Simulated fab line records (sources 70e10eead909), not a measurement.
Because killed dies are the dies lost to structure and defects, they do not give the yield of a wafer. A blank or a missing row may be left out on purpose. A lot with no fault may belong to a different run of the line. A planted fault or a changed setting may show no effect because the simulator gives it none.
Matching of chambers -- flow nand-harc -- rie-diel-06 running NHARC_P_GATE_STRIP_108: 4 sister chambers
The step strips in O2. 14 wafers are shown with their chamber, then 7 later ones without.

== WAFERS, EACH WITH ITS CHAMBER ==
wafer,chamber,showerhead-plenum-p-Torr (Torr),drypump-motor-current-A (A),oes-product-au (a.u.)
L581.2,3,3.31,6.0,1.013
L581.4,1,3.55,5.9,1.004
L581.5,2,3.72,5.6,0.978
L586.1,3,3.30,6.0,1.009
L586.5,2,3.72,5.6,0.986
L586.6,3,3.30,6.0,1.014
L589.2,1,3.54,5.8,1.009
L589.3,0,3.40,5.4,0.992
L589.4,2,3.72,5.6,0.992
L598.2,3,3.30,6.1,1.005
L598.4,2,3.71,5.6,0.970
L598.5,2,3.71,5.6,0.978
L600.1,2,3.71,5.6,0.984
L600.3,1,3.54,5.8,1.023

SIGNATURES (means of the wafers above)
reading,chamber 0,chamber 1,chamber 2,chamber 3,scatter within a chamber
showerhead-plenum-p-Torr,3.4000,3.5433,3.7150,3.3025,0.0054
drypump-motor-current-A,5.400,5.833,5.600,6.025,0.0376
oes-product-au,0.99200,1.01200,0.98133,1.01025,0.00734
Rule: for each reading, subtract the chamber's mean from the wafer's reading, divide by that reading's scatter and square the result; add these up over the readings and take the root, which gives the wafer's distance from the chamber. The wafer belongs to the nearest chamber; if the next one is less than 2 further off, it can't be placed. The scatter: take each reading less its chamber's mean, square it, sum over the shown wafers, divide by the number of wafers less the number of chambers, and take the root.

== WAFERS MISSING THEIR CHAMBER ==
wafer,showerhead-plenum-p-Torr (Torr),drypump-motor-current-A (A),oes-product-au (a.u.)
L600.5,3.54,5.8,1.009
L599.2,3.30,6.1,1.013
L599.3,3.71,5.6,0.972
L599.5,3.30,6.1,1.006
L603.2,3.39,5.4,0.988
L603.4,3.71,5.6,0.987
L603.5,3.53,5.8,1.008

== THE CHAMBER EACH PASSED THROUGH ==
wafer,from the rows above,in truth
L600.5,1,1
L599.2,3,3
L599.3,2,2
L599.5,3,3
L603.2,0,0
L603.4,2,2
L603.5,1,1
Placed correctly: 7 of 7. From these rows, 0 cannot be placed. Number placed wrongly: 0.
